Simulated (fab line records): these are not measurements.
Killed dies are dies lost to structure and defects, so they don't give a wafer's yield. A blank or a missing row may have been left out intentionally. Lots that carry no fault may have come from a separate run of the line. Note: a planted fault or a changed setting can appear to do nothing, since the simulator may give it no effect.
Split-lot experiment :: flow n5-finfet :: 7 lots, 21 wafers read, on a route of 1938 steps

== THE SPLIT ==
At N5_SD_EPI_N_EXPOSE_06 (exposes mask SD N BLK, target cd 120 nm), the setting dose-mj was moved away from the recipe's 39.75 on 6 of the 21 wafers read, by +5.4% to +7.4%. For the rest of the wafers, this setting stayed at what the recipe calls for.

== FROM THE SPLIT TO THE READING: what the file shows between them, 2 steps ==
- N5_SD_EPI_N_PEB_07: peb time 60 s
- N5_SD_EPI_N_DEVELOP_08: develop time 30 s

== THE READING ==
cd-nm at N5_SD_EPI_N_CD_MEAS_09, given in nm (cd target 120 nm). Typical for fault-free wafers on this fab line: 120.1 nm, with standard deviation 0.82 nm.

wafer: L074.2
tool, chamber at the split: arfi-scanner-02, 0
dose-mj as run: 39.75
against the recipe: recipe
cd-nm, nm: 120.0
against lot-mates on the recipe: -

wafer: L074.5
tool, chamber at the split: arfi-scanner-02, 0
dose-mj as run: 42.22
against the recipe: +6.2%
cd-nm, nm: 123.9
against lot-mates on the recipe: +4.5

wafer: L074.6
tool, chamber at the split: arfi-scanner-02, 0
dose-mj as run: 39.75
against the recipe: recipe
cd-nm, nm: 118.9
against lot-mates on the recipe: -

wafer: L082.1
tool, chamber at the split: arfi-scanner-03, 0
dose-mj as run: 39.75
against the recipe: recipe
cd-nm, nm: 121.3
against lot-mates on the recipe: -

wafer: L082.3
tool, chamber at the split: arfi-scanner-03, 0
dose-mj as run: 39.75
against the recipe: recipe
cd-nm, nm: 120.6
against lot-mates on the recipe: -

wafer: L082.5
tool, chamber at the split: arfi-scanner-03, 0
dose-mj as run: 39.75
against the recipe: recipe
cd-nm, nm: 120.4
against lot-mates on the recipe: -

wafer: L089.2
tool, chamber at the split: arfi-scanner-03, 0
dose-mj as run: 39.75
against the recipe: recipe
cd-nm, nm: 120.1
against lot-mates on the recipe: -

wafer: L089.3
tool, chamber at the split: arfi-scanner-03, 0
dose-mj as run: 41.9
against the recipe: +5.4%
cd-nm, nm: 124.4
against lot-mates on the recipe: +4.2

wafer: L089.5
tool, chamber at the split: arfi-scanner-03, 0
dose-mj as run: 39.75
against the recipe: recipe
cd-nm, nm: 120.2
against lot-mates on the recipe: -

wafer: L090.3
tool, chamber at the split: arfi-scanner-03, 0
dose-mj as run: 42.25
against the recipe: +6.3%
cd-nm, nm: 123.7
against lot-mates on the recipe: +4.6

wafer: L090.5
tool, chamber at the split: arfi-scanner-03, 0
dose-mj as run: 39.75
against the recipe: recipe
cd-nm, nm: 119.2
against lot-mates on the recipe: -

wafer: L090.6
tool, chamber at the split: arfi-scanner-03, 0
dose-mj as run: 39.75
against the recipe: recipe
cd-nm, nm: 118.9
against lot-mates on the recipe: -

wafer: L093.1
tool, chamber at the split: arfi-scanner-01, 0
dose-mj as run: 42.71
against the recipe: +7.4%
cd-nm, nm: 125.8
against lot-mates on the recipe: no lot-mate on the recipe

wafer: L093.4
tool, chamber at the split: arfi-scanner-01, 0
dose-mj as run: 42.71
against the recipe: +7.4%
cd-nm, nm: 122.7
against lot-mates on the recipe: no lot-mate on the recipe

wafer: L093.6
tool, chamber at the split: arfi-scanner-01, 0
dose-mj as run: 42.71
against the recipe: +7.4%
cd-nm, nm: 124.2
against lot-mates on the recipe: no lot-mate on the recipe

wafer: L094.1
tool, chamber at the split: arfi-scanner-01, 0
dose-mj as run: 39.75
against the recipe: recipe
cd-nm, nm: 120.7
against lot-mates on the recipe: -

wafer: L094.3
tool, chamber at the split: arfi-scanner-01, 0
dose-mj as run: 39.75
against the recipe: recipe
cd-nm, nm: 119.5
against lot-mates on the recipe: -

wafer: L094.4
tool, chamber at the split: arfi-scanner-01, 0
dose-mj as run: 39.75
against the recipe: recipe
cd-nm, nm: 119.9
against lot-mates on the recipe: -

wafer: L097.1
tool, chamber at the split: arfi-scanner-02, 0
dose-mj as run: 39.75
against the recipe: recipe
cd-nm, nm: 119.9
against lot-mates on the recipe: -

wafer: L097.3
tool, chamber at the split: arfi-scanner-02, 0
dose-mj as run: 39.75
against the recipe: recipe
cd-nm, nm: 119.8
against lot-mates on the recipe: -

wafer: L097.4
tool, chamber at the split: arfi-scanner-02, 0
dose-mj as run: 39.75
against the recipe: recipe
cd-nm, nm: 119.7
against lot-mates on the recipe: -

FIT RESULTS
A straight line over all 21 wafers: cd-nm changes by +0.612 nm for each +1% of dose-mj; r = +0.92; the points scatter about the line by 0.81 nm.
The same after taking each lot's own level away (the mean of its wafers on the recipe; 18 wafers): +0.743 nm for each +1%; r = +0.98; scatter 0.35 nm.
On that fit, the largest move of dose-mj shifts the reading by 5.5 nm.
Across the lots, their own levels run from 119.05 to 120.77 nm, a range of 2.1 times the standard deviation given above.
So the lot-to-lot level changes the slope: the two fits differ.
Check: +4.69 nm against its lot-mates is what the line predicts for one of the wafers moved furthest among these (+6.3%) when that wafer is left out of the fit. It came out at +4.65 nm against them.

== THE OTHER SPLITS THESE WAFERS WENT THROUGH ==
These wafers also went through other splits before the reading. Each is held against what the fit with the lots' levels taken away leaves over:
other split on the same wafers: N5_ZERO_LAYER_PECVD_02 time-s
wafers away from the commonest value: 6
r with cd-nm (lot level and that fit taken away): +0.25

other split on the same wafers: N5_ZERO_LAYER_ETCH_18 icp-w
wafers away from the commonest value: 6
r with cd-nm (lot level and that fit taken away): -0.10

other split on the same wafers: N5_WELL_APT_EXPOSE_05 dose-mj
wafers away from the commonest value: 3
r with cd-nm (lot level and that fit taken away): -0.08

other split on the same wafers: N5_FIN_SAQP_PEB_14 peb-time-s
wafers away from the commonest value: 3
r with cd-nm (lot level and that fit taken away): -0.28

other split on the same wafers: N5_DUMMY_GATE_PECVD_30 time-s
wafers away from the commonest value: 6
r with cd-nm (lot level and that fit taken away): -0.08

== THE WHOLE CHAIN: every reading that the file lists as answering this split, in the file's order ==
step: N5_SD_EPI_N_CD_MEAS_09
what it does: target cd 120 nm
reading: cd-nm
change (the file's fit): +0.739 nm for each +1% of the setting
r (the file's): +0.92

step: N5_SD_EPI_N_DESCUM_14
what it does: chemistry O2, time 7.9 s
reading: SD_EPI_N.cd-nm (the simulator's own value, which no gauge read)
change (the file's fit): +0.731 nm for each +1% of the setting
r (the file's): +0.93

== THE FILE'S OWN FIT ==
cd-nm changes by +0.739 nm for each +1% of dose-mj, r = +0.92.
